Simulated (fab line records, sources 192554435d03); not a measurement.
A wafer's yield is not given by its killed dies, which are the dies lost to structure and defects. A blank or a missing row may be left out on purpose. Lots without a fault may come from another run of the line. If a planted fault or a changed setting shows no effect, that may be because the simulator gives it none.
fab line records	flow n5Finfet
[record] lots = 10	wafers = 30	lastDay = 18
route steps=1938 shown BEOL_M0@730 BEOL_M4@1111 PASSIVATION@1936
lots with no fault: from the same line, run without faults
startH: hours from the record's first day to the start of the lot's first wafer shown	waitH: hours since the lot's step before	" same as the row above	L1.1+2: a single row standing in for several wafers	- no value present, or no start provided	* or withheld: withheld	< > ~ a bound
route shown NAME@n: a module of which the file shows steps, and the number in the route of the first	usual: mean/standard deviation of fault-free wafers	same: alike in all rows	chamber/n: place in a boat	sites: each site's reading	_std_site: their standard deviation	_edge_site: outer sites' mean less inner sites'	radiusMm: how far each site lies from the wafer's centre	mask NAME#n: copy n	behind: the tool/chamber that last shaped the wafer	hold: the reason the lot was held/the length of the hold in hours/how it ended	device: the n, p or np transistor that did not switch	end of line: the tests these same wafers got at the end of their route	a step given without rows: its recipe and nothing more	killed: at the first sort, the dies lost to defects and structure; wafer yield is something else	map: per-die view of a wafer (x killed, . not killed, _ where there is no die)
set.NAME: the run value of the setting; set.NAME@STEP: its run value at that earlier step	model.NAME: the simulator's own value behind a step, which no gauge read
the route's steps for a sample of lots (tables are steps, rows are wafers)
services: the hour from which a tool's chamber was out of use, counted from the record's first day as startH (under 0 if before that day), plus the number of hours and why
[[steps]]
[step N5_BEOL_M0_PRE_CLEAN_113]
[recipe] gas = H2/He	timeS = 30	tempC = 250
[usual] heaterPowerW = 340/37
lot.wafer	tool	chamber	startH	waitH	heaterPowerW
L415.2	pvdSputter-01	-	121.40	0.0	275
L415.3	"	-	"	"	388
L415.6	"	-	"	"	386
L416.1	pvdSputter-03	-	121.41	0.0	337
L416.3	"	-	"	"	368
L416.5	"	-	"	"	358
L417.2	pvdSputter-02	-	134.50	0.0	363
L417.3	"	-	"	"	323
L417.5	"	-	"	"	324
L419.2	pvdSputter-03	-	142.66	0.0	347
L419.4	"	-	"	"	343
L419.6	"	-	"	"	335
L429.2	pvdSputter-02	-	207.06	0.0	362
L429.5	"	-	"	"	305
L429.6	"	-	"	"	366
L430.4	pvdSputter-03	-	211.84	0.0	346
L430.5	"	-	"	"	352
L430.6	"	-	"	"	371
L431.1	pvdSputter-01	-	216.34	0.0	276
L431.2	"	-	"	"	345
L431.6	"	-	"	"	276
L434.1	pvdSputter-03	-	234.45	0.0	347
L434.4	"	-	"	"	369
L434.5	"	-	"	"	350
L437.2	pvdSputter-01	-	260.41	0.0	354
L437.3	"	-	"	"	287
L437.5	"	-	"	"	357
L438.1	pvdSputter-03	-	263.27	0.0	350
L438.3	"	-	"	"	345
L438.5	"	-	"	"	348
[step N5_BEOL_M0_ALD_136]
[recipe] material = TaN	targetThkA = *	tempC = 275	aldPrecursorFamily = PDMAT	aldCoReactant = NH3	pressureTorr = 3	carrierFlowSccm = 1500	pulseTimeS = 2	purgeTimeS = 3	coReactantPurgeTimeS = 2	coReactantPulseTimeS = 3	aldCycles = 30	precursorVesselTempC = 75	precursorVesselPressureTorr = 26.25	precursorVesselCarrierSccm = 1000
[usual] aldCycles = 30/0	chamberPressureTorr = 2.999/0.0069	heaterPowerW = 421/53
lot.wafer	tool	chamber	startH	waitH	aldCycles	chamberPressureTorr	heaterPowerW
L416.1	aldMetal-01	0	121.48	0.0	30	2.983	428
L416.3	"	1	"	"	30	2.991	356
L416.5	"	2	"	"	30	3.001	432
L415.2	aldMetal-03	3	121.50	0.1	30	3.013	533
L415.3	"	0	"	"	30	2.984	371
L415.6	"	0	"	"	30	3.003	361
L417.2	aldMetal-01	2	134.57	0.0	30	2.981	417
L417.3	"	3	"	"	30	2.993	383
L417.5	"	0	"	"	30	3.007	426
L419.2	aldMetal-01	2	142.76	0.1	30	2.991	433
L419.4	"	1	"	"	30	3.004	361
L419.6	"	3	"	"	30	2.996	385
L429.2	aldMetal-01	1	207.12	0.0	30	2.997	357
L429.5	"	3	"	"	30	3.005	380
L429.6	"	2	"	"	30	3.011	432
L430.4	aldMetal-03	3	211.94	0.1	-	-	-
L430.5	"	0	"	"	-	-	-
L430.6	"	3	"	"	-	-	-
L431.1	aldMetal-02	3	216.41	0.0	-	-	-
L431.2	"	0	"	"	-	-	-
L431.6	"	3	"	"	-	-	-
L434.1	aldMetal-03	2	234.51	0.0	30	3.002	434
L434.4	"	1	"	"	30	2.995	391
L434.5	"	1	"	"	30	2.994	398
L437.2	aldMetal-03	3	260.70	0.3	30	2.996	533
L437.3	"	1	"	"	30	3.003	391
L437.5	"	2	"	"	30	2.995	437
L438.1	aldMetal-03	3	263.34	0.0	30	3.016	558
L438.3	"	1	"	"	30	2.995	391
L438.5	"	3	"	"	30	3.005	538
[step N5_BEOL_M0_ANNEAL_117]
[recipe] tempC = 400	timeS = 60	ambient = vacuum
[usual] heaterPowerW = 839/93
lot.wafer	tool	chamber	startH	waitH	heaterPowerW
L415.2	pvdSputter-01	-	122.14	0.0	680
L415.3	"	-	"	"	968
L415.6	"	-	"	"	884
L416.1	pvdSputter-03	-	122.19	0.0	859
L416.3	"	-	"	"	934
L416.5	"	-	"	"	839
L417.2	pvdSputter-01	-	135.17	0.0	703
L417.3	"	-	"	"	888
L417.5	"	-	"	"	691
L419.2	pvdSputter-02	-	143.28	0.0	799
L419.4	"	-	"	"	756
L419.6	"	-	"	"	809
L429.2	pvdSputter-01	-	207.80	0.0	866
L429.5	"	-	"	"	874
L429.6	"	-	"	"	933
L430.4	pvdSputter-01	-	212.60	0.0	679
L430.5	"	-	"	"	972
L430.6	"	-	"	"	696
L431.1	pvdSputter-03	-	218.35	0.0	882
L431.2	"	-	"	"	852
L431.6	"	-	"	"	862
L434.1	pvdSputter-03	-	235.01	0.0	873
L434.4	"	-	"	"	850
L434.5	"	-	"	"	891
L437.2	pvdSputter-03	-	261.85	0.0	908
L437.3	"	-	"	"	879
L437.5	"	-	"	"	826
L438.1	pvdSputter-02	-	265.58	0.0	795
L438.3	"	-	"	"	788
L438.5	"	-	"	"	772
[step N5_BEOL_M0_SPUTTER_134]
[recipe] material = Cu	targetThkA = 40	tempC = -20	chamberPressurePa = 0.07	powerW = withheld	timeS = 7.37
[usual] throttleValvePct = 29.8/1.2
lot.wafer	tool	chamber	startH	waitH	throttleValvePct
L415.2	pvdSputter-01	-	122.30	0.0	29.9
L415.3	"	-	"	"	31.3
L415.6	"	-	"	"	27.5
L416.1	pvdSputter-03	-	122.35	0.0	28.4
L416.3	"	-	"	"	29.3
L416.5	"	-	"	"	31.0
L417.2	pvdSputter-01	-	135.33	0.0	30.1
L417.3	"	-	"	"	28.1
L417.5	"	-	"	"	29.8
L419.2	pvdSputter-02	-	143.44	0.0	31.1
L419.4	"	-	"	"	29.8
L419.6	"	-	"	"	31.1
L429.2	pvdSputter-01	-	207.96	0.0	28.1
L429.5	"	-	"	"	27.6
L429.6	"	-	"	"	30.6
L430.4	pvdSputter-01	-	212.76	0.0	29.8
L430.5	"	-	"	"	31.1
L430.6	"	-	"	"	30.1
L431.1	pvdSputter-03	-	218.51	0.0	30.8
L431.2	"	-	"	"	28.2
L431.6	"	-	"	"	28.2
L434.1	pvdSputter-03	-	235.17	0.0	31.0
L434.4	"	-	"	"	30.9
L434.5	"	-	"	"	30.7
L437.2	pvdSputter-03	-	262.01	0.0	28.8
L437.3	"	-	"	"	30.8
L437.5	"	-	"	"	31.0
L438.1	pvdSputter-02	-	265.74	0.0	31.0
L438.3	"	-	"	"	29.7
L438.5	"	-	"	"	29.3
[step N5_BEOL_M0_CMP_120]
[recipe] stopOn = SiOC	tOverpolishS = 6.9	downForcePsi = 1	platenRpm = 50	clearingPlatenDownForcePsi = 1.5	clearingPlatenRpm = 50	postCmpClean = cuAlkaline	clearingPlatenPadVelocityMS = 0.99484	padVelocityMS = 0.99484
[usual] barrierFieldEndpointS = 3.65/0.15	motorCurrentA = 6.4/0.54	retainingRingPressureFrac = 1.000/0.0047
lot.wafer	tool	chamber	startH	waitH	barrierFieldEndpointS	motorCurrentA	retainingRingPressureFrac
L415.2	cmp-04	2	122.92	0.2	3.58	7.1	1.003
L415.3	"	0	"	"	3.57	6.7	1.002
L415.6	"	2	"	"	3.76	7.2	0.996
L416.1	cmp-04	2	123.19	0.5	3.67	7.1	0.999
L416.3	"	3	"	"	3.47	5.8	1.001
L416.5	"	1	"	"	3.54	6.8	1.002
L417.3	cmp-03	3	135.94	0.2	3.72	7.5	1.004
L417.2	"	0	"	"	3.69	6.2	0.988
L417.5	"	3	"	"	3.58	7.4	0.997
L419.4	cmp-01	2	144.09	0.2	3.68	6.2	1.006
L419.2	"	3	"	"	3.65	6.2	0.996
L419.6	"	1	"	"	3.65	5.9	0.997
L429.2	cmp-03	2	211.60	0.2	3.90	6.2	1.009
L429.6	"	1	"	"	3.69	6.5	1.001
L429.5	"	2	"	"	3.57	6.2	1.000
L430.4	cmp-03	0	217.22	0.1	1.86	6.2	1.005
L430.6	"	0	"	"	1.97	6.1	0.999
L430.5	"	1	"	"	1.78	6.7	1.006
L431.2	cmp-04	2	222.95	0.2	1.67	7.0	1.002
L431.1	"	3	"	"	1.90	5.9	0.997
L431.6	"	2	"	"	1.84	6.9	1.002
L434.1	cmp-03	1	240.64	0.3	3.72	6.6	0.999
L434.4	"	0	"	"	3.64	5.9	1.000
L434.5	"	1	"	"	3.82	6.5	1.001
L437.3	cmp-04	1	263.71	0.4	3.45	7.0	1.006
L437.2	"	2	"	"	3.81	6.8	1.009
L437.5	"	0	"	"	3.71	6.3	0.991
L438.3	cmp-04	2	266.49	0.3	3.55	6.7	0.996
L438.1	"	1	"	"	3.43	7.3	1.003
L438.5	"	3	"	"	3.46	6.0	0.999
[step N5_BEOL_M4_RC_MEAS_101]
[usual] DIBL_N = 35.9/1.8	DIBL_P = 36.2/2	IOFF_N = 0.16/0.031	IOFF_P = 0.22/0.041	ION_N = 676/11	ION_P = 465/8.5	SS_N = 71.4/0.64	SS_P = 73.2/0.7	VT_N = 250/3.5	VT_P = -250/3.9
lot.wafer	tool	chamber	startH	waitH	DIBL_N[mV/V]	DIBL_P[mV/V]	IOFF_N[nA/um]	IOFF_P[nA/um]	ION_N[uA/um]	ION_P[uA/um]	SS_N[mV/dec]	SS_P[mV/dec]	VT_N[mV]	VT_P[mV]
L416.1	prober-02	0	172.36	0.0	35.3	37.7	0.15	0.21	681	472	70.8	73.5	250	-250
L416.3	"	0	"	"	34.0	35.3	0.13	0.18	657	456	70.9	73.1	253	-252
L416.5	"	0	"	"	35.9	37.8	0.16	0.22	688	467	70.8	73.5	251	-249
L415.2	prober-01	0	172.38	0.2	35.4	35.3	0.13	0.22	672	466	71.4	72.4	255	-249
L415.3	"	0	"	"	36.9	37.8	0.17	0.29	694	484	71.1	73.3	249	-244
L415.6	"	0	"	"	35.3	34.9	0.14	0.23	674	476	70.7	73.0	252	-246
L417.2	prober-02	0	182.35	0.2	36.6	35.9	0.17	0.19	673	449	71.5	73.4	250	-251
L417.3	"	0	"	"	33.5	32.5	0.11	0.15	657	450	70.8	71.8	252	-254
L417.5	"	0	"	"	35.1	35.4	0.15	0.18	676	457	71.1	72.0	250	-251
L419.2	prober-01	0	195.17	0.2	36.8	36.1	0.18	0.25	681	471	72.3	73.8	249	-244
L419.4	"	0	"	"	36.2	35.4	0.15	0.24	673	474	71.4	74.1	250	-245
L419.6	"	0	"	"	34.8	34.8	0.15	0.23	678	472	71.2	73.0	249	-247
L429.2	prober-01	0	257.36	0.2	37.3	37.5	0.20	0.28	706	476	71.2	74.2	243	-247
L429.5	"	0	"	"	35.6	35.1	0.16	0.22	682	470	70.9	73.6	246	-251
L429.6	"	0	"	"	34.1	34.6	0.15	0.23	679	469	70.5	73.6	250	-245
L434.1	prober-01	0	290.67	0.0	38.3	40.2	0.22	0.28	679	470	72.5	74.3	247	-245
L434.4	"	0	"	"	38.3	39.0	0.20	0.26	685	476	72.2	73.0	246	-246
L434.5	"	0	"	"	37.5	37.9	0.18	0.24	678	464	72.2	73.7	248	-247
L437.2	prober-02	0	308.80	0.2	35.1	35.2	0.14	0.21	684	470	71.1	72.6	247	-248
L437.3	"	0	"	"	37.9	37.1	0.18	0.24	691	473	71.3	74.2	248	-248
L437.5	"	0	"	"	37.0	36.8	0.16	0.24	678	470	71.6	73.5	248	-248
L438.1	prober-02	0	321.11	0.0	35.7	35.5	0.13	0.15	676	456	70.6	73.4	250	-258
L438.3	"	0	"	"	35.4	35.8	0.13	0.15	678	464	70.6	72.5	254	-259
L438.5	"	0	"	"	35.6	36.1	0.14	0.15	675	452	71.2	73.0	249	-256
[step N5_PASSIVATION_PROBE_49]
[usual] defectLimitedYield = 91.3/1.3	killed_at_M0_to_M3 = 35/9.3	killed_at_M4_up = 14/5.2	killedAtContacts = 12/5.9	killedAtFrontEnd = 38/11	killedAtOther = 4/3.7	killedDies = 103/15	killedOnRim = 14/4	killedOpen = 67/12	killedShort = 34/8	sort_bin_5_function = 5.1/0.88	sort_bin_6_memory = 3.3/0.65	sort_bin_8_speed = 0.00/0.03	sortNPass = 1077/15	sortYieldPct = 91.3/1.3
[same] grossDies = 1180	killedAtBackSide = 0	sort_bin_4_leakage[%] = 0
lot.wafer	tool	chamber	startH	waitH	defectLimitedYield[%]	killed_at_M0_to_M3	killed_at_M4_up	killedAtContacts	killedAtFrontEnd	killedAtOther	killedDies	killedOnRim	killedOpen	killedShort	sort_bin_5_function[%]	sort_bin_6_memory[%]	sort_bin_8_speed[%]	sortNPass	sortYieldPct[%]
L430.4	prober-02	-	381.05	0.5	0	1115	10	12	41	2	1180	152	52	39	97.3	2.4	0	0	0
L430.5	prober-02	-	381.10	0.5	0	1113	18	10	39	0	1180	152	63	33	97.2	2.5	0	0	0
L430.6	prober-02	-	381.15	0.6	0	1115	14	15	34	2	1180	152	60	30	96.9	3.1	0	0	0
L431.1	prober-02	-	382.58	0.0	0	1082	15	19	59	5	1180	152	92	53	94.6	4.9	0	0	0
L431.2	prober-02	-	382.63	0.1	0	1120	12	7	35	6	1180	152	64	29	96.8	2.9	0	0	0
L431.6	prober-02	-	382.83	0.3	0	1114	10	6	45	5	1180	152	66	42	96.4	3.5	0	0	0
// killed by level:class
L430.4 BEOL_M0:areaAld=1088 FIN_SAQP:geometricParticle:open=7 FIN_SAQP:geometricParticle:short=7 MOL_CONTACT_COAG:geometricParticle:open=6 MOL_CONTACT_COAG:geometricParticle:short=6 BEOL_M1:geometricParticle:open=6 STARTING-WAFER:geometricParticle:short=6 BEOL_M2:geometricParticle:open=5
L430.5 BEOL_M0:areaAld=1082 FIN_SAQP:geometricParticle:open=10 FIN_SAQP:geometricParticle:short=10 BEOL_M6:geometricParticle:open=9 MOL_CONTACT_COAG:geometricParticle:open=8 BEOL_M0_SAQP:geometricParticle:short=7 BEOL_M1:geometricParticle:open=5 BEOL_M3:geometricParticle:open=5
L430.6 BEOL_M0:areaAld=1089 FIN_SAQP:geometricParticle:open=11 MOL_CONTACT_COAG:geometricParticle:short=9 MOL_CONTACT_COAG:geometricParticle:open=6 BEOL_M0_SAQP:geometricParticle:short=6 BEOL_M0_SAQP:geometricParticle:open=5 BEOL_M3:geometricParticle:open=5 STI_FIN_REVEAL:geometricParticle:open=4
L431.1 BEOL_M0:areaAld=1033 BEOL_M0_SAQP:geometricParticle:short=18 STI_FIN_REVEAL:geometricParticle:open=16 MOL_CONTACT_COAG:geometricParticle:open=16 FIN_SAQP:geometricParticle:open=13 BEOL_M0_SAQP:geometricParticle:open=13 FIN_SAQP:geometricParticle:short=10 BEOL_M3:geometricParticle:open=9
L431.2 BEOL_M0:areaAld=1087 BEOL_M0_SAQP:geometricParticle:open=11 BEOL_M1:geometricParticle:open=10 FIN_SAQP:geometricParticle:open=9 FIN_SAQP:geometricParticle:short=8 BEOL_M0_SAQP:geometricParticle:short=8 MOL_CONTACT_COAG:geometricParticle:open=6 STI_FIN_REVEAL:geometricParticle:open=4
L431.6 BEOL_M0:areaAld=1070 BEOL_M0_SAQP:geometricParticle:short=17 BEOL_M0_SAQP:geometricParticle:open=13 FIN_SAQP:geometricParticle:open=10 BEOL_M3:geometricParticle:open=10 GATE_CUT:geometricParticle:short=8 STI_FIN_REVEAL:geometricParticle:open=6 GATE_CUT:geometricParticle:open=5
[[services]]
tool	chamber	startH	hours	kind
aldMetal-01	1	105.18	7.7	repair
cmp-04	-	106.64	0.4	repair
pvdSputter-01	-	115.56	3.2	repair
aldMetal-03	-	115.71	1.9	repair
aldMetal-02	-	116.20	0.6	repair
aldMetal-03	1	144.11	24.1	repair
cmp-01	-	145.89	1.5	repair
aldMetal-01	3	146.70	36.9	repair
aldMetal-03	3	149.19	3.7	repair
cmp-04	-	152.45	4.0	pm
cmp-04	-	156.45	-	consumableReplace:conditioner
cmp-04	-	156.45	-	consumableReplace:pad
aldMetal-02	-	175.46	0.9	repair
aldMetal-02	2	181.98	17.3	repair
cmp-01	-	189.89	0.5	repair
cmp-01	-	193.71	0.6	repair
cmp-03	-	198.46	2.4	repair
aldMetal-02	3	201.15	10.5	repair
cmp-01	-	207.65	1.6	repair
aldMetal-03	0	251.90	14.5	repair
pvdSputter-03	-	254.06	7.5	repair
aldMetal-02	3	261.79	27.9	repair
aldMetal-02	2	266.08	12.8	repair
cmp-03	-	266.47	0.5	repair
[[key]]
[firstSign] step = N5_BEOL_M0_ALD_136	reading = toolRecord	direction = missing
[effect] step = N5_BEOL_M0_CMP_120	reading = barrierFieldEndpointS	direction = down	sigmas = 12	usual = 3.65	struck = 1.84
[effect] step = N5_PASSIVATION_PROBE_49	reading = killed_at_M0_to_M3	direction = up	sigmas = 99+	usual = 35	struck = 1110
[moreKillsBornAt] N5_BEOL_M0_ALD_136@aldMetal-03 = 3256	N5_BEOL_M0_ALD_136@aldMetal-02 = 3190
metAt N5_BEOL_M0_ALD_136
struckLots L430,L431
laterRowsLeftOut L430.4,L430.5,L430.6,L431.1,L431.2,L431.6
notActingAt N5_BEOL_M0_PRE_CLEAN_113,N5_BEOL_M0_ANNEAL_117,N5_BEOL_M0_SPUTTER_134
onsetBetween 121.50 211.94
[fault] kind = skippedStepWhole	tool = aldMetal-02,aldMetal-03	chamber = -	onsetH = 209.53	steps = N5_BEOL_M0_ALD_136	scope = struckLotsOnly
// laterRowsLeftOut: the simulator's readings of these wafers behind a module that went badly wrong aren't trusted and aren't shown, but for the sort
